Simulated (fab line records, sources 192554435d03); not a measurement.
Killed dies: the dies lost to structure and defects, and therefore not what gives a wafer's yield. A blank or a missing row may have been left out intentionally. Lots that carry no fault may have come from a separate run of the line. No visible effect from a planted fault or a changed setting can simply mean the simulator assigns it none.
Matching of chambers | flow n5-finfet | 4 sister chambers for N5_ILD0_CMP_07 on cmp-02
The step polishes SiO2 flowable, stops on poly-Si, t overpolish 1.18 s, target thk 138.88 nm. 8 wafers are shown with their chamber, then 12 later ones without.

WAFERS, EACH WITH ITS CHAMBER
wafer  | chamber | motor-current-A (A) | head-pressure-psi (psi)
L088.5 | 1       | 11.6                | 4.148
L089.6 | 3       | 10.6                | 4.157
L090.3 | 0       | 12.2                | 4.150
L090.5 | 2       | 13.2                | 4.142
L090.6 | 3       | 11.1                | 4.151
L091.1 | 2       | 14.2                | 4.140
L091.4 | 1       | 11.3                | 4.157
L091.5 | 0       | 12.1                | 4.154

WAFERS MISSING THEIR CHAMBER
wafer  | motor-current-A (A) | head-pressure-psi (psi)
L092.1 | 11.6                | 4.158
L092.3 | 10.9                | 4.148
L092.6 | 11.5                | 4.146
L094.1 | 13.4                | 4.138
L094.2 | 11.6                | 4.161
L094.6 | 11.2                | 4.146
L095.1 | 11.0                | 4.142
L095.5 | 12.2                | 4.155
L095.6 | 11.4                | 4.160
L096.1 | 11.8                | 4.162
L096.2 | 13.7                | 4.137
L096.6 | 10.7                | 4.161

EACH ONE'S CHAMBER
wafer  | from the rows above          | in truth
L092.1 | can't be placed: 1 or 0 or 3 | 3
L092.3 | can't be placed: 3 or 1 or 0 | 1
L092.6 | can't be placed: 1 or 0 or 3 | 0
L094.1 | 2                            | 2
L094.2 | can't be placed: 1 or 3 or 0 | 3
L094.6 | can't be placed: 1 or 3 or 0 | 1
L095.1 | can't be placed: 1 or 3 or 0 | 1
L095.5 | can't be placed: 0 or 1      | 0
L095.6 | can't be placed: 1 or 3 or 0 | 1
L096.1 | can't be placed: 1 or 0 or 3 | 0
L096.2 | 2                            | 2
L096.6 | can't be placed: 3 or 1      | 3
Correct placement for 2 of the 12. Not placeable from these rows: 10 (in 10, the candidates include the true chamber). Number placed wrongly: 0.
How it was worked out, from the rows above alone: a wafer's distance from a chamber is the root of the sum, over the readings, of the square of ((its reading less the chamber's mean) divided by the reading's scatter). If the next closest chamber is less than 2 further off than the closest, the wafer can't be placed; otherwise it belongs to the closest. The mean given for a chamber averages the wafers shown for that chamber. The scatter is the square root of a quotient: the sum, over the shown wafers, of each reading's squared deviation from its chamber's mean, divided by wafers minus chambers.
